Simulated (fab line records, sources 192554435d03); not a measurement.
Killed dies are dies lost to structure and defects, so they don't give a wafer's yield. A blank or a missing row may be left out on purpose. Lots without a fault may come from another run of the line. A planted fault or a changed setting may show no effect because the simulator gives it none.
Which tool did it? | flow n5_finfet | 9 lots, 27 wafers sampled, at 3 steps of a route of 1938

WHAT THE GAUGES READ, wafer by wafer
N5_BEOL_M12_THK_MEAS_50: measures by xrf.
lot  | measured     | on            | M12_THK (nm)
L451 | day 11 00:05 | film_metro-02 | 320 318 323
L456 | day 13 16:44 | film_metro-02 | 324 324 318
L459 | day 14 11:04 | film_metro-01 | - - -
L465 | day 15 05:11 | film_metro-02 | 324 323 319
L468 | day 16 10:08 | film_metro-02 | 318 320 319
L469 | day 16 10:15 | film_metro-01 | 314 314 317
L470 | day 16 10:34 | film_metro-02 | 321 319 326
L471 | day 16 21:15 | film_metro-02 | 323 323 323
L472 | day 16 20:06 | film_metro-01 | 332 325 328

WHICH TOOL RAN EACH LOT (tool, then ch and the chambers of the sampled wafers, then the start)
lot  | N5_BEOL_M12_ETCH_67                | N5_BEOL_M12_ECD_47
L451 | rie_diel-03 ch 0,1,3, day 10 21:27 | ecd_cu-02 ch 1, day 10 23:21
L456 | rie_diel-06 ch 0,1,2, day 13 12:14 | ecd_cu-02 ch 0,1, day 13 16:00
L459 | rie_diel-03 ch 0,3, day 14 07:11   | ecd_cu-02 ch 0,1, day 14 09:38
L465 | rie_diel-06 ch 0,1,3, day 15 02:35 | ecd_cu-02 ch 0,1, day 15 04:26
L468 | rie_diel-01 ch 0,1, day 16 02:43   | ecd_cu-02 ch 0,1, day 16 09:24
L469 | rie_diel-06 ch 0,1, day 16 03:33   | ecd_cu-01 ch 0,1, day 16 09:25
L470 | rie_diel-06 ch 0,1,3, day 16 06:26 | ecd_cu-02 ch 1, day 16 09:50
L471 | rie_diel-01 ch 0,1,2, day 16 17:44 | ecd_cu-02 ch 0,1, day 16 20:11
L472 | rie_diel-03 ch 0,1,2, day 16 16:58 | ecd_cu-02 ch 0,1, day 16 19:19
- N5_BEOL_M12_ETCH_67: etches SiARC in CF4, target depth 143 nm, time 238.3 s.
- N5_BEOL_M12_ECD_47: material Cu, target thk 720 nm.

THE ANSWER, worked out from the rows above alone
Rule: what is usual is taken from the lots themselves. Put in order of their means at a reading, lots are off if they are a third of the lots or fewer, leave a main group of 4 or more, and stand apart from it by a gap of 3 or more times the standard deviation of the main group's means; of several such gaps the widest counts. A main group whose means are all the same, to the digits that the tables above print for the reading, isn't used. A lot without any number at a reading at which 4 lots or more have one is off too. The other lots that the step has rows for count as sound.
Off: L459, at N5_BEOL_M12_THK_MEAS_50 (M12_THK). Without a number there: L459. The main group: mean 321 nm, standard deviation 3.5.
A tool fits if, at a process step before that reading, it ran every lot that is off, and no sound lot after the first of them. The gauges at N5_BEOL_M12_THK_MEAS_50 are tried like those tools. None of those tried fits.

WHAT THE SIMULATOR HAD PUT IN
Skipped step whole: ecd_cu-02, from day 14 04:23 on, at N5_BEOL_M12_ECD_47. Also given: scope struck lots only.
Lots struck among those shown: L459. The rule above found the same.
